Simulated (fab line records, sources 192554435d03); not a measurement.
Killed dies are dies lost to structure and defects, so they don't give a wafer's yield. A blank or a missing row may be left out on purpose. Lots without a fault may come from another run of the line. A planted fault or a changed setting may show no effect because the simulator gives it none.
Split-lot experiment | flow n5_finfet | 7 lots, 21 wafers read, on a route of 1938 steps

THE SPLIT
At N5_BEOL_M9_COAT_05 (resist thk 90 nm), the setting spin_rpm was moved away from the recipe's 1500 rpm on 5 of the 21 wafers read, by -10.7% to +5.9%. The other wafers ran this setting at the recipe's value.

FROM THE SPLIT TO THE READING: what the file shows between them, 4 steps
- N5_BEOL_M9_EBR_07
- N5_BEOL_M9_SOFTBAKE_06: time 60 s
- N5_BEOL_M9_EXPOSE_08: exposes mask M9
- N5_BEOL_M9_PEB_09: peb time 60 s

THE READING
CAR-ArF_of_BEOL_M9_COAT_05.thk_nm (the simulator's own value, which no gauge read), in nm, at N5_BEOL_M9_DEVELOP_10 (develop time 30 s). The file gives no usual value for it. The 16 wafers here that ran the recipe average 88.3 nm, standard deviation 0.2 nm.

wafer  | tool, chamber at the split | spin_rpm as run, rpm | against the recipe | CAR-ArF_of_BEOL_M9_COAT_05.thk_nm, nm | against lot-mates on the recipe
L075.1 | litho_track-05, 0          | 1500                 | recipe             | 88.2                                  | -
L075.3 | litho_track-05, 0          | 1500                 | recipe             | 88                                    | -
L075.5 | litho_track-05, 0          | 1589                 | +5.9%              | 85.6                                  | -2.5
L082.1 | litho_track-05, 0          | 1500                 | recipe             | 88.2                                  | -
L082.2 | litho_track-05, 0          | 1500                 | recipe             | 88.2                                  | -
L082.6 | litho_track-05, 0          | 1500                 | recipe             | 88.2                                  | -
L083.1 | litho_track-05, 0          | 1500                 | recipe             | 88.2                                  | -
L083.3 | litho_track-05, 0          | 1416                 | -5.6%              | 90.8                                  | +2.6
L083.4 | litho_track-05, 0          | 1416                 | -5.6%              | 90.6                                  | +2.4
L087.1 | litho_track-04, 0          | 1408                 | -6.1%              | 91.6                                  | +3.2
L087.2 | litho_track-04, 0          | 1500                 | recipe             | 88.6                                  | -
L087.4 | litho_track-04, 0          | 1500                 | recipe             | 88.2                                  | -
L093.3 | litho_track-05, 0          | 1339                 | -10.7%             | 93.4                                  | +5.1
L093.5 | litho_track-05, 0          | 1500                 | recipe             | 88.4                                  | -
L093.6 | litho_track-05, 0          | 1500                 | recipe             | 88.2                                  | -
L095.2 | litho_track-02, 0          | 1500                 | recipe             | 88.4                                  | -
L095.4 | litho_track-02, 0          | 1500                 | recipe             | 88.2                                  | -
L095.6 | litho_track-02, 0          | 1500                 | recipe             | 88.2                                  | -
L096.1 | litho_track-04, 0          | 1500                 | recipe             | 88.4                                  | -
L096.3 | litho_track-04, 0          | 1500                 | recipe             | 88.8                                  | -
L096.6 | litho_track-04, 0          | 1500                 | recipe             | 88.6                                  | -

THE FIT
A straight line over all 21 wafers: CAR-ArF_of_BEOL_M9_COAT_05.thk_nm changes by -0.469 nm for each +1% of spin_rpm; r = -0.99; the points scatter about the line by 0.22 nm.
The same after taking each lot's own level away (the mean of its wafers on the recipe; 21 wafers): -0.465 nm for each +1%; r = -1.00; scatter 0.15 nm.
On that fit, the largest move of spin_rpm shifts the reading by 5 nm.
The lots' own levels span 88.10 to 88.60 nm, that is 2.5 times the standard deviation above.
So the lot-to-lot level changes the slope little: the two slopes agree.
Check: with one of the wafers moved furthest among these (-10.7%) left out of the fit, the line predicts +4.95 nm for it against its lot-mates. It came out at +5.1 nm against them.

OTHER SPLITS ON THESE WAFERS
These wafers also went through other splits before the reading. Each is held against what the fit with the lots' levels taken away leaves over:
other split on the same wafers | wafers away from the commonest value | r with CAR-ArF_of_BEOL_M9_COAT_05.thk_nm (lot level and that fit taken away)
N5_BEOL_M9_COAT_59 spin_rpm    | 11                                   | +0.16

THE WHOLE CHAIN: every reading that the file lists as answering this split, in the file's order
step                  | what it does      | reading                                                                            | change (the file's fit)              | r (the file's)
N5_BEOL_M9_COAT_05    | resist thk 90 nm  | CAR-ArF_of_BEOL_M9_COAT_05.thk_nm (the simulator's own value, which no gauge read) | -0.46 nm for each +1% of the setting | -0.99
N5_BEOL_M9_DEVELOP_10 | develop time 30 s | CAR-ArF_of_BEOL_M9_COAT_05.thk_nm (the simulator's own value, which no gauge read) | -0.47 nm for each +1% of the setting | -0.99

THE FILE'S OWN FIT
CAR-ArF_of_BEOL_M9_COAT_05.thk_nm changes by -0.47 nm for each +1% of spin_rpm, r = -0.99.
